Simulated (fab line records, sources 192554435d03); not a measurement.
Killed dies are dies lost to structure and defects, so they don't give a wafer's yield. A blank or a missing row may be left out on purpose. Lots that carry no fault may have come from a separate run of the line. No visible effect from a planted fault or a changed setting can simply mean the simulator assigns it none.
Which tool is to blame? + flow n5Finfet + 30 wafers from 11 lots sampled at 5 of the route's 1938 steps

== WHAT EACH GAUGE READ, for each wafer ==
No reading from a measuring or inspecting step in the record can be judged against a usual standard deviation.

== EACH LOT AND THE TOOL THAT RAN IT (in order: tool; ch and the chambers of the sampled wafers; start) ==
| lot  | N5_BEOL_M14_TRENCH_ETCH_34        | N5_BEOL_M14_ETCH_38                          | N5_BEOL_M14_DEGAS_41        | N5_BEOL_M14_ECD_47            | N5_BEOL_M14_CMP_49            |
|------|-----------------------------------|----------------------------------------------|-----------------------------|-------------------------------|-------------------------------|
| L623 | rieDiel-01 ch 1,3, day 11 12:25   | rieDiel-01 ch 0,1,2, day 11 13:26 or earlier | pvdSputter-03, day 11 13:26 | ecdCu-01 ch 0,1, day 11 13:47 | cmp-01 ch 1,2,3, day 11 14:18 |
| L626 | rieDiel-01 ch 0,2,3, day 12 03:59 | rieDiel-01 ch 0,1, day 12 04:37 or earlier   | pvdSputter-02, day 12 04:37 | ecdCu-01 ch 0,1, day 12 04:58 | cmp-01 ch 0,2, day 12 05:31   |
| L629 | rieDiel-05 ch 0,1,2, day 12 15:26 | rieDiel-05 ch 0,2, day 12 17:10 or earlier   | pvdSputter-01, day 12 17:10 | ecdCu-01 ch 0,1, day 12 17:34 | cmp-01 ch 0,1,2, day 12 19:47 |
| L628 | rieDiel-05 ch 1,2,3, day 12 20:47 | rieDiel-05 ch 0,1,3, day 12 22:47 or earlier | pvdSputter-01, day 12 22:47 | ecdCu-02 ch 0,1, day 12 23:11 | cmp-01 ch 0,1,2, day 12 23:40 |
| L631 | rieDiel-04 ch 0,2,3, day 13 20:36 | rieDiel-01 ch 1,2,3, day 13 21:17 or earlier | pvdSputter-01, day 13 21:17 | ecdCu-02 ch 0,1, day 13 21:38 | cmp-01 ch 0,1,3, day 13 22:08 |
| L633 | rieDiel-04 ch 1,2, day 14 13:38   | rieDiel-01 ch 2,3, day 14 16:35 or earlier   | pvdSputter-02, day 14 16:35 | ecdCu-02 ch 0,1, day 14 17:02 | cmp-04 ch 0,1, day 14 17:34   |
| L636 | rieDiel-05 ch 1,2, day 14 14:04   | rieDiel-05 ch 1,2, day 14 16:44 or earlier   | pvdSputter-01, day 14 16:44 | ecdCu-02 ch 0,1, day 14 17:05 | cmp-04 ch 0,1, day 14 18:07   |
| L637 | rieDiel-05 ch 1,3, day 14 15:36   | rieDiel-05 ch 0,1, day 14 17:49 or earlier   | pvdSputter-01, day 14 17:49 | ecdCu-02 ch 0,1, day 14 18:14 | cmp-02 ch 0,2, day 14 18:59   |
| L641 | rieDiel-05 ch 1,2, day 15 18:40   | rieDiel-04 ch 0,1, day 15 20:02 or earlier   | pvdSputter-02, day 15 20:02 | ecdCu-01 ch 0,1, day 15 20:23 | cmp-04 ch 0,1, day 15 20:55   |
| L643 | rieDiel-04 ch 2,3, day 16 05:37   | rieDiel-01 ch 0,1, day 16 09:28 or earlier   | pvdSputter-01, day 16 09:28 | ecdCu-01 ch 0,1, day 16 09:50 | cmp-02 ch 0,3, day 16 10:43   |
| L644 | rieDiel-05 ch 1,2, day 17 01:29   | rieDiel-01 ch 0,2,3, day 17 02:01 or earlier | pvdSputter-02, day 17 02:01 | ecdCu-01 ch 0,1, day 17 02:22 | cmp-01 ch 1,3, day 17 02:54   |
- N5_BEOL_M14_TRENCH_ETCH_34: etches SiO2 in C4F8/O2/Ar, target depth 556.65 nm, time 126.9 s.
- N5_BEOL_M14_ETCH_38: etches SiCN in CF4/N2, target depth 106.5 nm, time 120.6 s.
- N5_BEOL_M14_DEGAS_41: time 60 s.
- N5_BEOL_M14_ECD_47: material Cu, target thk 1248 nm.
- N5_BEOL_M14_CMP_49: polishes, stops on SiO2, t overpolish 5.2 s, target thk 560 nm.

== AS READ BY THE TOOLS THEMSELVES (means over the sampled wafers that have a number; for cases with no such wafer, the mark the record gives instead) ==
N5_BEOL_M14_TRENCH_ETCH_34.
| lot  | tool       | drypumpMotorCurrentA (A) | heOuterTorr (Torr) | oesProductAu (a.u.) | rfVppV (V) | showerheadPlenumPTorr (Torr) | throttleValvePct (%) |
|------|------------|--------------------------|--------------------|---------------------|------------|------------------------------|----------------------|
| L623 | rieDiel-01 | 6.1                      | 29.97              | 0.79                | 2224       | 3.42                         | 31.2                 |
| L626 | rieDiel-01 | 5.7                      | 30.07              | 0.75                | 2217       | 3.38                         | 31.0                 |
| L629 | rieDiel-05 | 6.2                      | 30.02              | 0.80                | 2234       | 3.42                         | 30.7                 |
| L628 | rieDiel-05 | 6.2                      | 30.00              | 0.79                | 2230       | 3.50                         | 30.9                 |
| L631 | rieDiel-04 | 6.0                      | 30.00              | 0.82                | 2223       | 3.55                         | 30.5                 |
| L633 | rieDiel-04 | 5.7                      | 29.98              | 0.79                | 2209       | 3.45                         | 30.9                 |
| L636 | rieDiel-05 | 6.4                      | 30.05              | 0.78                | 2232       | 3.46                         | 30.8                 |
| L637 | rieDiel-05 | 5.9                      | 29.91              | 0.80                | 2236       | 3.54                         | 30.9                 |
| L641 | rieDiel-05 | 6.5                      | 30.07              | 0.76                | 2227       | 3.44                         | 30.8                 |
| L643 | rieDiel-04 | 5.8                      | 29.97              | 0.85                | 2206       | 3.50                         | 30.5                 |
| L644 | rieDiel-05 | 6.5                      | 29.97              | 0.75                | 2226       | 3.43                         | 30.8                 |

N5_BEOL_M14_ETCH_38.
| lot  | tool       | drypumpMotorCurrentA (A) | oesProductAu (a.u.) | rfVppV (V) | showerheadPlenumPTorr (Torr) | throttleValvePct (%) |
|------|------------|--------------------------|---------------------|------------|------------------------------|----------------------|
| L623 | rieDiel-01 | 6.2                      | 0.79                | 382.1      | 2.22                         | 15.67                |
| L626 | rieDiel-01 | 6.2                      | 0.84                | 384.3      | 2.23                         | 15.75                |
| L629 | rieDiel-05 | 5.9                      | 0.77                | 382.4      | 2.15                         | 15.42                |
| L628 | rieDiel-05 | 5.8                      | 0.79                | 383.2      | 2.23                         | 15.37                |
| L631 | rieDiel-01 | 6.1                      | 0.82                | 383.1      | 2.25                         | 15.49                |
| L633 | rieDiel-01 | 5.8                      | 0.81                | 384.0      | 2.26                         | 15.34                |
| L636 | rieDiel-05 | 6.4                      | 0.79                | 381.5      | 2.22                         | 15.38                |
| L637 | rieDiel-05 | 5.9                      | 0.81                | 382.6      | 2.19                         | 15.30                |
| L641 | rieDiel-04 | 6.0                      | 0.78                | 382.9      | 2.24                         | 15.52                |
| L643 | rieDiel-01 | 6.2                      | 0.79                | 383.2      | 2.22                         | 15.82                |
| L644 | rieDiel-01 | 5.7                      | 0.88                | 382.6      | 2.24                         | 15.35                |

N5_BEOL_M14_DEGAS_41.
| lot  | tool          | heaterPowerW (W) | susceptorTempC (C) |
|------|---------------|------------------|--------------------|
| L623 | pvdSputter-03 | 475              | 299.76             |
| L626 | pvdSputter-02 | 446              | 299.96             |
| L629 | pvdSputter-01 | 493              | 299.96             |
| L628 | pvdSputter-01 | 482              | 299.90             |
| L631 | pvdSputter-01 | 464              | 299.91             |
| L633 | pvdSputter-02 | 382              | 300.04             |
| L636 | pvdSputter-01 | 447              | 300.14             |
| L637 | pvdSputter-01 | 552              | 299.86             |
| L641 | pvdSputter-02 | 375              | 300.14             |
| L643 | pvdSputter-01 | 472              | 300.05             |
| L644 | pvdSputter-02 | 412              | 300.10             |

N5_BEOL_M14_CMP_49.
| lot  | tool   | clearingPlatenDownForcePsi (psi) | headPressurePsi (psi) | motorCurrentA (A) | slurryFilterDpKPa (kPa) | timeToEndpointS (s) |
|------|--------|----------------------------------|-----------------------|-------------------|-------------------------|---------------------|
| L623 | cmp-01 | 1.998                            | 1.997                 | 8.9               | 13.50                   | 119                 |
| L626 | cmp-01 | 1.998                            | 2.001                 | 8.5               | 13.53                   | 123                 |
| L629 | cmp-01 | 1.999                            | 2.002                 | 9.4               | 13.62                   | 121                 |
| L628 | cmp-01 | 2.000                            | 2.000                 | 9.2               | 13.54                   | 122                 |
| L631 | cmp-01 | 1.997                            | 2.000                 | 8.8               | 13.50                   | 119                 |
| L633 | cmp-04 | 2.002                            | 2.002                 | 7.5               | 13.45                   | 106                 |
| L636 | cmp-04 | 2.002                            | 1.997                 | 7.3               | 13.47                   | 108                 |
| L637 | cmp-02 | 1.996                            | 1.998                 | 7.9               | 13.32                   | 94                  |
| L641 | cmp-04 | 2.003                            | 1.999                 | 7.4               | 13.50                   | 120                 |
| L643 | cmp-02 | 1.999                            | 2.005                 | 8.3               | 13.47                   | 121                 |
| L644 | cmp-01 | 2.001                            | 2.001                 | 8.6               | 13.73                   | 121                 |

== THE ANSWER, worked out from the rows above alone ==
Rule: what is usual is taken from the lots themselves. Put in order of their means at a reading, lots are off if they are a third of the lots or fewer, leave a main group of 4 or more, and stand apart from it by a gap of 3 or more times the standard deviation of the main group's means; of several such gaps the widest counts. Not used: any main group whose means are identical at the precision the tables above print for the reading. A lot without any number at a reading at which 4 lots or more have one is off too. All remaining lots with rows at the step are treated as sound. First the gauges in route order, then the tools' own readings, where a lot's mean is used as printed above. The first step at which some lot is off is used, and at that step the reading that is off furthest; a lot without a number counts as furthest.
Off: L633, L636, L637, at N5_BEOL_M14_CMP_49 (timeToEndpointS). The main group has a mean of 121 s with a standard deviation of 1.3.
A tool fits if, at that step or a process step before it, it ran every lot that is off, and no sound lot after the first of them. N5_BEOL_M14_ETCH_38 gives no start for some lots, so the hours and the order of its lots are those of N5_BEOL_M14_DEGAS_41. One candidate fits, namely ecdCu-02 at N5_BEOL_M14_ECD_47. Its last sound lot is L631 (day 13 21:38), its first lot that is off L633 (day 14 17:02): a fault that began between those two fits.

== WHAT THE SIMULATOR HAD PUT IN ==
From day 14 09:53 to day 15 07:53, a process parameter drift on ecdCu-02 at N5_BEOL_M14_ECD_47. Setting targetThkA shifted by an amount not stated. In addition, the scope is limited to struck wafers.
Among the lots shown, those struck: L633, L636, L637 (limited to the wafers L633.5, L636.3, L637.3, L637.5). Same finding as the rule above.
